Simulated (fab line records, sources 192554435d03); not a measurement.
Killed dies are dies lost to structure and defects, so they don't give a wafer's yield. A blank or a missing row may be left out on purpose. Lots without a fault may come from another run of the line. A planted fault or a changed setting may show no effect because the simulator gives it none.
Problem report in the 8D (eight disciplines) form, filled by code | flow n5_finfet | the parts of the form that need people (team, actions taken, sign-off) are left out

1. THE PROBLEM
rf_fwd_power_W at N5_BEOL_M8_ETCH_65 reads a mean of 406.5 W on 1 wafer of 1 lot; wafers without a fault read 532.0 W with a standard deviation of 2. That is -63 standard deviations from the usual mean.
The step: etches SiARC in CF4, target depth 15.6 nm, time 26 s.
First seen on wafer L247.1, day 13 22:20, on rie_diel-01. The record holds 30 wafers of 10 lots with a number at this step. Rule for "out", or "out of limits": more than 4 standard deviations from the usual mean. The other wafers with a number count as sound.

2. WHAT IT IS AND WHAT IT IS NOT
question                    | is                                          | is not
which readings at this step | rf_fwd_power_W, etch_rf_on_time_s, rf_vpp_V | drypump_motor_current_A, oes_product_au, showerhead_plenum_p_Torr, throttle_valve_pct
which lots                  | L247                                        | L234, L235, L236, L239, L248, L250, L254, L255, L256
which wafers of those lots  | L247.1                                      | L247.2, L247.6
read on which tools         | rie_diel-01                                 | rie_diel-02, rie_diel-06
when                        | from day 13 22:20                           | up to then (14 sound wafers); but 15 sound wafers of L248, L250, L254, L255, L256 came after

3. SUSPECTS, AND WHAT RULES EACH OUT
Counting: a tool at a process step up to the reading stays a suspect if it ran every lot that is out. Sound lots after the first of them don't rule it out here, since some wafers of a struck lot are sound.
- rie_diel-01 at N5_BEOL_M8_ETCH_62 (etches SOC in N2/H2, target depth 110 nm, overetch 22 nm, time 165 s): kept. It ran the lot that is out, L247 (day 13 21:13); its last sound lot up to then is L239 (day 11 05:15).
- rie_diel-06 at N5_BEOL_M8_STRIP_19 (strips in O2): kept. It ran the lot that is out, L247 (day 13 21:31); its last sound lot up to then is L239 (day 11 05:36).
- rie_diel-01 at N5_BEOL_M8_ETCH_65 (etches SiARC in CF4, target depth 15.6 nm, time 26 s): kept. It ran the lot that is out, L247 (day 13 22:20); its last sound lot up to then is L234 (day 10 02:16). Its own readings are out on those wafers: etch_rf_on_time_s, rf_fwd_power_W, rf_vpp_V.
- Within rie_diel-01 at N5_BEOL_M8_ETCH_62: the wafers that are out ran in chamber 0; their sound lot-mates ran in chambers 1, 3.
- Within rie_diel-01 at N5_BEOL_M8_ETCH_65: the wafers that are out ran in chamber 3; their sound lot-mates ran in chamber 2.
Left after counting: rie_diel-01 at N5_BEOL_M8_ETCH_62, rie_diel-06 at N5_BEOL_M8_STRIP_19, rie_diel-01 at N5_BEOL_M8_ETCH_65.

4. THE CAUSE (what the simulator had put in)
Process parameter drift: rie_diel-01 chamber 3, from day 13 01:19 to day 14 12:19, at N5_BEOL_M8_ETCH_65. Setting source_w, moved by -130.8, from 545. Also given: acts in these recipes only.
Counting left 3 suspects, and this tool is among them.

5. THE CHAIN OF EFFECTS, in route order
Each row: a reading whose mean over the struck wafers that have a number lies more than 3 standard deviations from the usual. Only readings for which the record gives a usual standard deviation are gone through. hours: the time from each lot's start at the first step in this table that gives one to its start at this step, as a median over the lots. sigmas: the change in usual standard deviations.
hours | step               | reading           | usual   | on struck wafers | change | sigmas
0     | N5_BEOL_M8_ETCH_65 | etch_rf_on_time_s | 25.8 s  | 33.8             | +8.0   | +14
0     | N5_BEOL_M8_ETCH_65 | rf_fwd_power_W    | 532.0 W | 406.5            | -125.5 | -63
0     | N5_BEOL_M8_ETCH_65 | rf_vpp_V          | 184.4 V | 203.1            | +18.7  | +20
The process steps in it:
- N5_BEOL_M8_ETCH_65: etches SiARC in CF4, target depth 15.6 nm, time 26 s.
Later measuring or inspecting steps at which every struck wafer that the step has a row for has a number for every such reading, and none has moved that far: N5_BEOL_M8_OCD_MEAS_38.

6. WHAT WOULD HAVE CAUGHT IT SOONER
In this record the first reading out of limits was taken at day 13 22:20, 21 hours after the fault began at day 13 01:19.
